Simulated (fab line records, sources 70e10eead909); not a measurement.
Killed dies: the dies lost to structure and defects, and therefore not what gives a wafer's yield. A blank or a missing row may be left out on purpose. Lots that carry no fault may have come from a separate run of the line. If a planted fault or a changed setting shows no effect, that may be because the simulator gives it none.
fab line records | flow nand_harc
record lots=12 | wafers=36 | last_day=33
route steps=1302 shown P_GATE@216 P_CONTACT@219 END@1302
lots that met no fault: taken from a fault-free run of the same line
start_h: the number of hours between the record's first day and the start of the first shown wafer of the lot | wait_h: how many hours have passed since the lot's step before this one | " identical to the entry in the row above | L1.1+2: a single row standing in for several wafers | - either no value or no given start | * or withheld: withheld | < > ~ a bound
route shown NAME@n: names a module that has steps shown in the file, with the first one's number in the route | usual: mean/standard deviation taken from wafers without a fault | same: alike in all rows | chamber/n: place in a boat | sites: each site's reading | _std_site: the values' standard deviation | _edge_site: the outer-site mean with the inner-site mean subtracted | radius_mm: how far each site lies from the wafer's centre | mask NAME#n: copy n | behind: the last tool/chamber to shape the wafer | hold: reason for holding the lot/hours on hold/outcome of the hold | device: names the non-switching transistor (n, p or np) | end of line: tests of these same wafers at the route's end | a step with no rows: only its recipe | killed: dies that structure and defects cost at the first sort, which is not the same as the wafer's yield | map: dies across one wafer; x = killed, . = not, _ = none there
set.NAME: the setting the step ran with; set.NAME@STEP: the setting that earlier step ran with | model.NAME: the simulator's own value behind a step, which no gauge read
the route's steps for a sample of lots (tables are steps, rows are wafers)
services: when a tool's chamber went out of use (start_h, in hours from the record's first day, below 0 if earlier), for how many hours, and the reason
## steps
# step NHARC_P_GATE_INSPECT_68
# usual raw_defect_count=189/66
lot.wafer | tool              | chamber | start_h | wait_h | raw_defect_count
L227.1    | defect_inspect-01 | -       | 111.86  | 0.2    | 205
L227.3    | "                 | -       | "       | "      | 98
L227.6    | "                 | -       | "       | "      | 78
L230.1    | defect_inspect-02 | -       | 148.56  | 0.2    | 336
L230.4    | "                 | -       | "       | "      | 417
L230.5    | "                 | -       | "       | "      | 410
L233.1    | defect_inspect-01 | -       | 174.27  | 0.2    | 90
L233.2    | "                 | -       | "       | "      | 177
L233.5    | "                 | -       | "       | "      | 252
L235.1    | defect_inspect-01 | -       | 197.79  | 0.2    | 179
L235.4    | "                 | -       | "       | "      | 186
L235.6    | "                 | -       | "       | "      | 186
L242.1    | defect_inspect-02 | -       | 270.12  | 0.2    | 174
L242.3    | "                 | -       | "       | "      | 190
L242.4    | "                 | -       | "       | "      | 218
L244.1    | defect_inspect-01 | -       | 289.72  | 0.2    | 187
L244.3    | "                 | -       | "       | "      | 226
L244.4    | "                 | -       | "       | "      | 205
L245.2    | defect_inspect-02 | -       | 306.17  | 0.1    | 126
L245.4    | "                 | -       | "       | "      | 176
L245.6    | "                 | -       | "       | "      | 168
L247.2    | defect_inspect-01 | -       | 317.39  | 0.1    | 112
L247.5    | "                 | -       | "       | "      | 124
L247.6    | "                 | -       | "       | "      | 191
L248.1    | defect_inspect-01 | -       | 318.33  | 0.2    | 192
L248.4    | "                 | -       | "       | "      | 175
L248.5    | "                 | -       | "       | "      | 168
L246.1    | defect_inspect-02 | -       | 323.59  | 0.2    | 136
L246.5    | "                 | -       | "       | "      | 183
L246.6    | "                 | -       | "       | "      | 179
L249.1    | defect_inspect-02 | -       | 332.19  | 0.2    | 217
L249.5    | "                 | -       | "       | "      | 173
L249.6    | "                 | -       | "       | "      | 186
L250.1    | defect_inspect-01 | -       | 344.15  | 0.2    | 215
L250.2    | "                 | -       | "       | "      | 171
L250.6    | "                 | -       | "       | "      | 250
# step NHARC_P_CONTACT_CMP_01
# recipe target_thk_nm=200 | material=SiO2
# usual motor_current_A=11.6/0.94
lot.wafer | tool   | chamber | start_h | wait_h | motor_current_A
L227.3    | cmp-02 | 1       | 112.65  | -      | 12.2
L227.1    | "      | 0       | "       | "      | 11.3
L227.6    | "      | 1       | "       | "      | 12.3
L230.1    | cmp-04 | 2       | 149.39  | -      | 10.5
L230.4    | "      | 3       | "       | "      | 12.9
L230.5    | "      | 1       | "       | "      | 10.9
L233.2    | cmp-01 | 1       | 175.06  | -      | 12.3
L233.1    | "      | 3       | "       | "      | 11.0
L233.5    | "      | 2       | "       | "      | 11.3
L235.4    | cmp-02 | 0       | 198.72  | -      | 10.7
L235.1    | "      | 3       | "       | "      | 12.8
L235.6    | "      | 1       | "       | "      | 12.3
L242.4    | cmp-04 | 0       | 270.90  | -      | 10.6
L242.3    | "      | 1       | "       | "      | 11.2
L242.1    | "      | 3       | "       | "      | 12.7
L244.4    | cmp-04 | 1       | 290.53  | -      | 10.7
L244.1    | "      | 2       | "       | "      | 10.0
L244.3    | "      | 3       | "       | "      | 13.0
L245.2    | cmp-01 | 0       | 306.96  | -      | 11.8
L245.4    | "      | 1       | "       | "      | 13.6
L245.6    | "      | 1       | "       | "      | 12.1
L247.2    | cmp-02 | 2       | 318.42  | -      | 10.1
L247.5    | "      | 1       | "       | "      | 12.3
L247.6    | "      | 2       | "       | "      | 11.6
L248.4    | cmp-04 | 3       | 319.10  | -      | 13.6
L248.1    | "      | 0       | "       | "      | 10.7
L248.5    | "      | 3       | "       | "      | 13.5
L246.1    | cmp-02 | 0       | 324.37  | -      | 11.5
L246.6    | "      | 0       | "       | "      | 11.4
L246.5    | "      | 1       | "       | "      | 12.1
L249.1    | cmp-04 | 3       | 332.99  | -      | 13.4
L249.6    | "      | 2       | "       | "      | 10.4
L249.5    | "      | 3       | "       | "      | 12.9
L250.1    | cmp-02 | 2       | 344.98  | -      | 10.7
L250.2    | "      | 3       | "       | "      | 12.4
L250.6    | "      | 0       | "       | "      | 11.2
# step NHARC_P_CONTACT_EXPOSE_09
# recipe na=1.35 | target_cd_nm=90 | dose_mj=81.26 | mask_id=P_CA
lot.wafer  | tool            | chamber | start_h | wait_h | mask
L227.1+3+6 | arfi_scanner-03 | 0       | 113.33  | -      | P_CA#0
L230.1+4+5 | arfi_scanner-02 | 0       | 149.91  | -      | P_CA#0
L233.1+2+5 | arfi_scanner-01 | 0       | 175.62  | -      | P_CA_R1#0
L235.1+4+6 | arfi_scanner-02 | 0       | 199.28  | -      | P_CA#0
L242.1+3+4 | arfi_scanner-03 | 0       | 271.59  | -      | P_CA#0
L244.1+3+4 | arfi_scanner-01 | 0       | 291.19  | -      | P_CA#0
L245.2+4+6 | arfi_scanner-01 | 0       | 307.65  | -      | P_CA#0
L247.2+5+6 | arfi_scanner-01 | 0       | 318.96  | -      | P_CA#0
L248.1+4+5 | arfi_scanner-03 | 0       | 319.79  | -      | P_CA#0
L246.1+5+6 | arfi_scanner-03 | 0       | 324.93  | -      | P_CA#0
L249.1+5+6 | arfi_scanner-01 | 0       | 333.65  | -      | P_CA#0
L250.1+2+6 | arfi_scanner-02 | 0       | 345.62  | -      | P_CA#0
# step NHARC_P_CONTACT_CD_MEAS_12
# recipe target_cd_nm=90 | landing_energy_ev=500
# usual cd_nm=90.1/0.53
lot.wafer | tool      | chamber | start_h | wait_h | cd_nm
L227.1    | cd_sem-01 | 0       | 113.47  | -      | 90.7
L227.3    | "         | 0       | "       | "      | 90.6
L227.6    | "         | 0       | "       | "      | 90.6
L230.1    | cd_sem-01 | 0       | 150.05  | -      | 90.5
L230.4    | "         | 0       | "       | "      | 90.5
L230.5    | "         | 0       | "       | "      | 90.6
L233.1    | cd_sem-02 | 0       | 175.76  | -      | 96.8
L233.2    | "         | 0       | "       | "      | 96.8
L233.5    | "         | 0       | "       | "      | 97.1
L235.1    | cd_sem-02 | 0       | 199.42  | -      | 90.2
L235.4    | "         | 0       | "       | "      | 90.4
L235.6    | "         | 0       | "       | "      | 90.7
L242.1    | cd_sem-02 | 0       | 271.73  | -      | 90.1
L242.3    | "         | 0       | "       | "      | 90.2
L242.4    | "         | 0       | "       | "      | 90.5
L244.1    | cd_sem-01 | 0       | 291.33  | -      | 89.3
L244.3    | "         | 0       | "       | "      | 88.7
L244.4    | "         | 0       | "       | "      | 89.8
L245.2    | cd_sem-02 | 0       | 307.79  | -      | 90.2
L245.4    | "         | 0       | "       | "      | 90.0
L245.6    | "         | 0       | "       | "      | 90.0
L247.2    | cd_sem-01 | 0       | 319.10  | -      | 90.1
L247.5    | "         | 0       | "       | "      | 90.2
L247.6    | "         | 0       | "       | "      | 90.3
L248.1    | cd_sem-02 | 0       | 319.93  | -      | 89.8
L248.4    | "         | 0       | "       | "      | 90.2
L248.5    | "         | 0       | "       | "      | 90.4
L246.1    | cd_sem-01 | 0       | 325.07  | -      | 89.7
L246.5    | "         | 0       | "       | "      | 89.6
L246.6    | "         | 0       | "       | "      | 90.3
L249.1    | cd_sem-03 | 0       | 333.79  | -      | 89.7
L249.5    | "         | 0       | "       | "      | 90.4
L249.6    | "         | 0       | "       | "      | 90.0
L250.1    | cd_sem-01 | 0       | 345.76  | -      | 89.9
L250.2    | "         | 0       | "       | "      | 90.0
L250.6    | "         | 0       | "       | "      | 89.7
# step NHARC_P_CONTACT_ETCH_35
# recipe target_depth_a=390 | over_etch_frac=0.3 | time_s=65 | ion_energy_ev=80 | cf4_flow_sccm=150 | ar_flow_sccm=0 | rf_w=300 | bias_w=100 | chemistry=CF4
# usual bias_w=100.0/0.31 | chamber_pressure_mTorr=50.00/0.045 | drypump_motor_current_A=5.8/0.42 | oes_product_au=1.000/0.0065 | rf_vpp_V=151.1/0.96 | showerhead_plenum_p_Torr=1.76/0.054 | throttle_valve_pct=13.284/0.0083
lot.wafer | tool        | chamber | start_h | wait_h | bias_w | chamber_pressure_mTorr | drypump_motor_current_A | oes_product_au | rf_hours_counter_h | rf_vpp_V | showerhead_plenum_p_Torr | throttle_valve_pct
L227.1    | rie_diel-02 | 1       | 113.76  | 0.1    | 99.7   | 49.95                  | 6.5                     | 0.998          | 3.6                | 152.0    | 1.71                     | 13.272
L227.3    | "           | 2       | "       | "      | 100.3  | 50.00                  | 5.1                     | 1.007          | 3.7                | 150.2    | 1.74                     | 13.276
L227.6    | "           | 0       | "       | "      | 100.7  | 49.99                  | 6.0                     | 0.991          | -                  | 152.0    | 1.79                     | 13.281
L230.1    | rie_diel-10 | 3       | 150.32  | 0.1    | 100.4  | 50.00                  | 5.4                     | 0.999          | 2.1                | 149.5    | 1.68                     | 13.281
L230.4    | "           | 1       | "       | "      | 100.0  | 49.94                  | 5.6                     | 1.007          | 1.9                | 150.0    | 1.75                     | 13.290
L230.5    | "           | 3       | "       | "      | 99.7   | 50.05                  | 5.4                     | 0.993          | -                  | 152.2    | 1.68                     | 13.300
L233.1    | rie_diel-10 | 2       | 176.04  | 0.1    | 100.2  | 49.98                  | 5.7                     | 1.007          | 3.0                | 150.4    | 1.77                     | 13.273
L233.2    | "           | 3       | "       | "      | 99.6   | 49.98                  | 5.4                     | 0.997          | 3.0                | 148.7    | 1.68                     | 13.280
L233.5    | "           | 1       | "       | "      | 100.1  | 49.97                  | 5.6                     | 1.002          | -                  | 150.5    | 1.75                     | 13.287
L235.1    | rie_diel-10 | 1       | 199.70  | 0.1    | 99.7   | 49.93                  | 5.6                     | 1.000          | 3.6                | 150.1    | 1.75                     | 13.283
L235.4    | "           | 0       | "       | "      | 100.2  | 50.04                  | 5.9                     | 0.996          | 3.5                | 149.8    | 1.70                     | 13.289
L235.6    | "           | 2       | "       | "      | 100.0  | 49.97                  | 5.7                     | 0.989          | -                  | 152.1    | 1.77                     | 13.283
L242.1    | rie_diel-10 | 0       | 272.00  | 0.1    | 100.0  | 50.03                  | 5.9                     | 0.994          | 0.3                | 152.2    | 1.70                     | 13.268
L242.4    | "           | 1       | "       | "      | 100.1  | 50.03                  | 5.6                     | 0.999          | 0.3                | 150.6    | 1.75                     | 13.295
L242.3    | "           | 3       | "       | "      | 99.9   | 50.00                  | 5.4                     | 0.993          | 0.3                | 149.8    | 1.67                     | 13.295
L244.1    | rie_diel-10 | 0       | 291.60  | 0.1    | 100.1  | 50.01                  | 5.9                     | 0.998          | 0.6                | 150.9    | 1.70                     | 13.276
L244.3    | "           | 2       | "       | "      | 99.8   | 50.00                  | 5.7                     | 1.000          | 1.1                | 151.8    | 1.77                     | 13.277
L244.4    | "           | 3       | "       | "      | 100.2  | 50.02                  | 5.4                     | 1.004          | 1.0                | 150.4    | 1.68                     | 13.294
L245.2    | rie_diel-01 | 0       | 308.07  | 0.1    | 100.3  | 49.98                  | 5.2                     | 0.995          | 1.9                | 152.2    | 1.75                     | 13.274
L245.4    | "           | 1       | "       | "      | 100.1  | 49.99                  | 6.2                     | 0.985          | -                  | 149.4    | 1.72                     | 13.286
L245.6    | "           | 2       | "       | "      | 100.2  | 49.94                  | 5.8                     | 0.990          | -                  | 152.4    | 1.77                     | 13.288
L247.2    | rie_diel-10 | 1       | 319.38  | 0.1    | 99.6   | 50.03                  | 5.6                     | 1.007          | 1.6                | 151.2    | 1.75                     | 13.292
L247.5    | "           | 3       | "       | "      | 99.3   | 49.96                  | 5.4                     | 0.998          | -                  | 149.9    | 1.67                     | 13.280
L247.6    | "           | 0       | "       | "      | 100.8  | 50.03                  | 5.9                     | 0.995          | -                  | 149.2    | 1.70                     | 13.293
L248.4    | rie_diel-02 | 2       | 320.21  | 0.1    | 99.5   | 50.00                  | 5.1                     | 0.996          | 4.7                | 150.5    | 1.74                     | 13.288
L248.1    | "           | 3       | "       | "      | 99.7   | 50.14                  | 5.7                     | 1.002          | 5.5                | 151.9    | 1.86                     | 13.284
L248.5    | "           | 1       | "       | "      | 99.9   | 49.98                  | 6.4                     | 0.995          | -                  | 151.0    | 1.71                     | 13.291
L246.1    | rie_diel-01 | 0       | 325.37  | 0.1    | 99.5   | 49.95                  | 5.2                     | 1.010          | 2.5                | 152.0    | 1.75                     | 13.293
L246.5    | "           | 1       | "       | "      | 99.5   | 50.02                  | 6.2                     | 1.010          | -                  | 151.0    | 1.72                     | 13.279
L246.6    | "           | 2       | "       | "      | 99.8   | 49.93                  | 5.8                     | 0.986          | -                  | 150.7    | 1.77                     | 13.296
L249.1    | rie_diel-02 | 3       | 334.08  | 0.1    | 100.4  | 50.01                  | 5.7                     | 1.008          | 6.1                | 153.0    | 1.86                     | 13.279
L249.6    | "           | 0       | "       | "      | 100.0  | 49.96                  | 6.0                     | 1.000          | -                  | 152.1    | 1.79                     | 13.271
L249.5    | "           | 1       | "       | "      | 99.9   | 50.03                  | 6.5                     | 1.006          | -                  | 150.8    | 1.71                     | 13.297
L250.1    | rie_diel-02 | 1       | 346.03  | 0.1    | 100.2  | 50.05                  | 6.5                     | 1.010          | 6.9                | 151.1    | 1.71                     | 13.275
L250.2    | "           | 0       | "       | "      | 99.5   | 50.03                  | 5.9                     | 1.006          | 8.0                | 151.8    | 1.78                     | 13.278
L250.6    | "           | 1       | "       | "      | 100.3  | 49.99                  | 6.5                     | 1.000          | -                  | 150.0    | 1.71                     | 13.281
# step NHARC_END_SORT_01
# recipe temp_c=25
# usual killed_at_array=52/16 | killed_at_other=0.8/1.1 | killed_at_periphery=4.2/2.5 | killed_dies=57/16 | killed_open=3.4/2 | killed_short=2.6/1.6
# same gross_dies=677
lot.wafer | tool      | chamber | start_h | wait_h | killed_at_array | killed_at_other | killed_at_periphery | killed_dies | killed_open | killed_short
L233.2    | prober-01 | 0       | 612.83  | 2.8    | 22              | 0               | 4                   | 26          | 9           | 0
L235.1    | prober-02 | 0       | 634.31  | 2.5    | 58              | 5               | 3                   | 66          | 3           | 3
L235.6    | prober-02 | 0       | 638.26  | 4.0    | 45              | 4               | 5                   | 54          | 7           | 6
# killed by level:class
L233.2 A_CHANNEL_HOLE_D2:chamber_film_flake=5 A_CHANNEL_FILL_D2:chamber_film_flake=4 A_CONTACT:chamber_film_flake=3 A_CHANNEL_FILL_D1:geometric_particle:open=2 A_WL_FILL:geometric_particle:open=2 A_M1:geometric_particle:open=2 A_M1:chamber_film_flake=2 P_STI:geometric_particle:open=1
L235.1 A_CHANNEL_HOLE_D1:chamber_film_flake=32 A_CHANNEL_HOLE_D2:chamber_film_flake=12 THIN_TSV:chamber_film_flake=5 A_STAIRCASE:chamber_film_flake=4 A_CHANNEL_FILL_D2:geometric_particle:short=3 A_CONTACT:chamber_film_flake=3 A_DECK1_JOINT:geometric_particle:open=2 A_CHANNEL_FILL_D2:geometric_particle:open=1
L235.6 A_CHANNEL_HOLE_D1:chamber_film_flake=20 A_CHANNEL_HOLE_D2:chamber_film_flake=8 A_STAIRCASE:chamber_film_flake=4 THIN_TSV:chamber_film_flake=4 A_CHANNEL_FILL_D1:chamber_film_flake=3 A_CHANNEL_FILL_D2:geometric_particle:short=2 A_BLC:geometric_particle:open=2 P_STI:geometric_particle:short=1
## services
tool            | chamber | start_h | hours | kind
cmp-04          | -       | 97.51   | 0.3   | repair
cmp-04          | -       | 111.00  | 4.0   | pm
cmp-04          | -       | 119.17  | 2.3   | repair
rie_diel-02     | 3       | 127.34  | 9.4   | repair
rie_diel-02     | 0       | 134.11  | 9.6   | repair
cmp-02          | -       | 134.51  | 4.0   | pm
rie_diel-02     | -       | 146.96  | 0.5   | repair
cmp-02          | -       | 176.94  | 2.0   | repair
rie_diel-10     | -       | 188.44  | 1.6   | repair
cmp-02          | -       | 204.66  | 1.6   | repair
cmp-04          | -       | 209.11  | 4.0   | pm
cmp-04          | -       | 228.53  | 3.6   | repair
rie_diel-10     | -       | 229.03  | 0.4   | repair
cmp-02          | -       | 232.51  | 4.0   | pm
cmp-02          | -       | 242.53  | 0.4   | repair
rie_diel-10     | -       | 242.69  | 9.0   | pm
cmp-04          | -       | 242.83  | 1.6   | repair
arfi_scanner-01 | -       | 252.01  | 4.0   | pm
arfi_scanner-01 | -       | 256.89  | 0.5   | repair
cmp-04          | -       | 263.76  | 4.8   | repair
cmp-04          | -       | 307.11  | 4.0   | pm
arfi_scanner-01 | -       | 310.62  | 0.7   | repair
cmp-04          | -       | 314.06  | 2.3   | repair
cmp-02          | -       | 330.51  | 4.0   | pm
## key
first_sign step=NHARC_P_CONTACT_EXPOSE_09 | reading=mask | direction=changed
effect step=NHARC_P_CONTACT_CD_MEAS_12 | reading=cd_nm | direction=up | sigmas=13 | usual=90.1 | struck=96.9
met_at NHARC_P_CONTACT_EXPOSE_09
struck_lots L233
tester_left_out L233
not_acting_at NHARC_P_GATE_INSPECT_68,NHARC_P_CONTACT_CMP_01,NHARC_P_CONTACT_ETCH_35
fault kind=wrong_mask | tool=any | chamber=- | onset_h=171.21 | steps=NHARC_P_CONTACT_EXPOSE_09 | aux_copy=P_CA_R1#0 | cd_offset_nm=7.2607 | scope=struck_lots_only
# tester_left_out: of these lots the tester's yield and bins aren't shown, on N5 and GAA mostly nor the transistor test; their killed dies are dies lost to structure and defects alone, not to doping, threshold or leakage, so they don't give the yield
